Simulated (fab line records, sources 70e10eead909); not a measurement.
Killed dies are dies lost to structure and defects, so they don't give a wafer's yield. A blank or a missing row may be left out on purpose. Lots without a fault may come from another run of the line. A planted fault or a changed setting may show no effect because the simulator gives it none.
Chamber matching | flow nand_harc | NHARC_A_CONTACT_DESCUM_74 on rie_diel-01: 4 sister chambers
The step chemistry O2, time 3 s. 16 wafers are shown with their chamber, then 8 later ones without.

WAFERS WITH THEIR CHAMBER
wafer  | chamber | showerhead_plenum_p_Torr (Torr) | drypump_motor_current_A (A) | oes_product_au (a.u.)
L078.4 | 2       | 1.80                            | 6.4                         | 0.988
L078.5 | 2       | 1.80                            | 6.4                         | 0.981
L078.6 | 3       | 1.92                            | 5.8                         | 0.992
L080.3 | 1       | 1.85                            | 5.2                         | 0.986
L080.4 | 3       | 1.92                            | 5.8                         | 1.014
L080.5 | 1       | 1.85                            | 5.3                         | 0.992
L083.2 | 2       | 1.79                            | 6.4                         | 0.984
L083.3 | 3       | 1.92                            | 5.8                         | 1.006
L083.5 | 0       | 1.79                            | 5.9                         | 1.006
L082.2 | 2       | 1.79                            | 6.4                         | 0.993
L082.5 | 3       | 1.92                            | 5.8                         | 1.018
L082.6 | 0       | 1.79                            | 6.0                         | 1.003
L084.4 | 2       | 1.79                            | 6.4                         | 0.998
L084.5 | 3       | 1.92                            | 5.8                         | 1.015
L084.6 | 0       | 1.79                            | 5.9                         | 1.013
L085.2 | 1       | 1.85                            | 5.2                         | 0.981

SIGNATURES (means of the wafers above)
reading                  | chamber 0 | chamber 1 | chamber 2 | chamber 3 | scatter within a chamber
showerhead_plenum_p_Torr | 1.7900    | 1.8500    | 1.7940    | 1.9200    | 0.00316
drypump_motor_current_A  | 5.933     | 5.233     | 6.400     | 5.800     | 0.0333
oes_product_au           | 1.00733   | 0.98633   | 0.98880   | 1.00900   | 0.00785
Rule: a wafer's distance from a chamber is the root of the sum, over the readings, of the square of ((its reading less the chamber's mean) divided by the reading's scatter). The wafer belongs to the nearest chamber; if the next one is less than 2 further off, it can't be placed. The scatter: the root of (the sum of the squares of (reading less its chamber's mean) over the shown wafers, divided by (wafers less chambers)).

WAFERS WITHOUT THEIR CHAMBER
wafer  | showerhead_plenum_p_Torr (Torr) | drypump_motor_current_A (A) | oes_product_au (a.u.)
L085.3 | 1.92                            | 5.8                         | 1.013
L085.5 | 1.79                            | 5.9                         | 1.013
L087.1 | 1.79                            | 6.4                         | 0.980
L087.2 | 1.85                            | 5.3                         | 0.980
L087.3 | 1.79                            | 6.0                         | 1.008
L094.2 | 1.78                            | 6.4                         | 0.981
L094.4 | 1.78                            | 6.0                         | 0.986
L094.6 | 1.78                            | 6.0                         | 0.987

WHICH CHAMBER EACH WENT THROUGH
wafer  | from the rows above | in truth
L085.3 | 3                   | 3
L085.5 | 0                   | 0
L087.1 | 2                   | 2
L087.2 | 1                   | 1
L087.3 | 0                   | 0
L094.2 | 2                   | 2
L094.4 | 0                   | 0
L094.6 | 0                   | 0
Placed correctly: 8 of 8. Can't be placed from these rows: 0. Placed wrongly: 0.
